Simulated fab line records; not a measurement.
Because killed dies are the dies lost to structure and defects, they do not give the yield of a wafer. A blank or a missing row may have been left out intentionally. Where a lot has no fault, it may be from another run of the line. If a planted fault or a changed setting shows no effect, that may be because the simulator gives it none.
Shared-tool check / flow nand_harc / 3 lots and 9 wafers in the sample

== WHY THIS WAS OPENED ==
Flagged at NHARC_END_SORT_01: reading killed_at_array, on 3 of 3 lots. No-fault wafers: 59, standard deviation 17.
Rule: a lot gets a flag if all its wafers with a number sit over 4 standard deviations from that mean, or if no wafer of it has a number. The other lots count as sound.

lot=L606; measured=day 25 21:14; on=prober-02; killed_at_array, wafer by wafer=673 674 672; flag=FLAGGED
lot=L607; measured=day 26 05:04; on=prober-02; killed_at_array, wafer by wafer=674 673 674; flag=FLAGGED
lot=L605; measured=day 26 05:42; on=prober-01; killed_at_array, wafer by wafer=669 672 664; flag=FLAGGED
The numbers of the flagged lots are 672 on average: +613 against the usual, or +36 standard deviations.

== EACH LOT AND THE TOOL IT RAN ON ==
The record holds 3 process steps before the reading, out of a route of 1302 steps. Read each cell as the tool, then ch plus the chambers that the sampled wafers visited, then the start.
lot=L606; flag=FLAGGED; NHARC_A_CONTACT_DESCUM_74=rie_diel-12 ch 0,2, day 23 11:11; NHARC_A_CONTACT_ETCH_75=rie_diel-12 ch 2,3, day 23 11:17; NHARC_A_CONTACT_ETCH_78=rie_diel-12 ch 0,2,3, day 23 11:54
lot=L607; flag=FLAGGED; NHARC_A_CONTACT_DESCUM_74=rie_diel-03 ch 1,2,3, day 23 16:25; NHARC_A_CONTACT_ETCH_75=rie_diel-03 ch 2,3, day 23 16:29; NHARC_A_CONTACT_ETCH_78=rie_diel-03 ch 0,2,3, day 23 17:13
lot=L605; flag=FLAGGED; NHARC_A_CONTACT_DESCUM_74=rie_diel-03 ch 0,2,3, day 23 11:35; NHARC_A_CONTACT_ETCH_75=rie_diel-03 ch 0,3, day 23 11:40; NHARC_A_CONTACT_ETCH_78=rie_diel-03 ch 1,2,3, day 23 12:17
What these steps do:
- NHARC_A_CONTACT_DESCUM_74: chemistry O2, time 3 s.
- NHARC_A_CONTACT_ETCH_75: etches the open film in CF4, target depth 39 nm, time 65 s.
- NHARC_A_CONTACT_ETCH_78: etches the open film in O2/COS, target depth 5300 nm, time 1378 s.
- NHARC_END_SORT_01

== FLAGGED OVER TOTAL, TOOL BY TOOL (the gauges that took the reading come last) ==
step=NHARC_A_CONTACT_DESCUM_74; tool=rie_diel-03; lots run=2; flagged=2; share of the flagged lots=some; sound lots run after its first flagged lot=0
step=NHARC_A_CONTACT_DESCUM_74; tool=rie_diel-12; lots run=1; flagged=1; share of the flagged lots=some; sound lots run after its first flagged lot=0
step=NHARC_A_CONTACT_ETCH_75; tool=rie_diel-03; lots run=2; flagged=2; share of the flagged lots=some; sound lots run after its first flagged lot=0
step=NHARC_A_CONTACT_ETCH_75; tool=rie_diel-12; lots run=1; flagged=1; share of the flagged lots=some; sound lots run after its first flagged lot=0
step=NHARC_A_CONTACT_ETCH_78; tool=rie_diel-03; lots run=2; flagged=2; share of the flagged lots=some; sound lots run after its first flagged lot=0
step=NHARC_A_CONTACT_ETCH_78; tool=rie_diel-12; lots run=1; flagged=1; share of the flagged lots=some; sound lots run after its first flagged lot=0
step=NHARC_END_SORT_01; tool=prober-01; lots run=1; flagged=1; share of the flagged lots=some; sound lots run after its first flagged lot=0
step=NHARC_END_SORT_01; tool=prober-02; lots run=2; flagged=2; share of the flagged lots=some; sound lots run after its first flagged lot=0

== WHAT THE TABLE PERMITS ==
No row of the table ran every flagged lot.

== WHAT HAD BEEN PUT IN BY THE SIMULATOR ==
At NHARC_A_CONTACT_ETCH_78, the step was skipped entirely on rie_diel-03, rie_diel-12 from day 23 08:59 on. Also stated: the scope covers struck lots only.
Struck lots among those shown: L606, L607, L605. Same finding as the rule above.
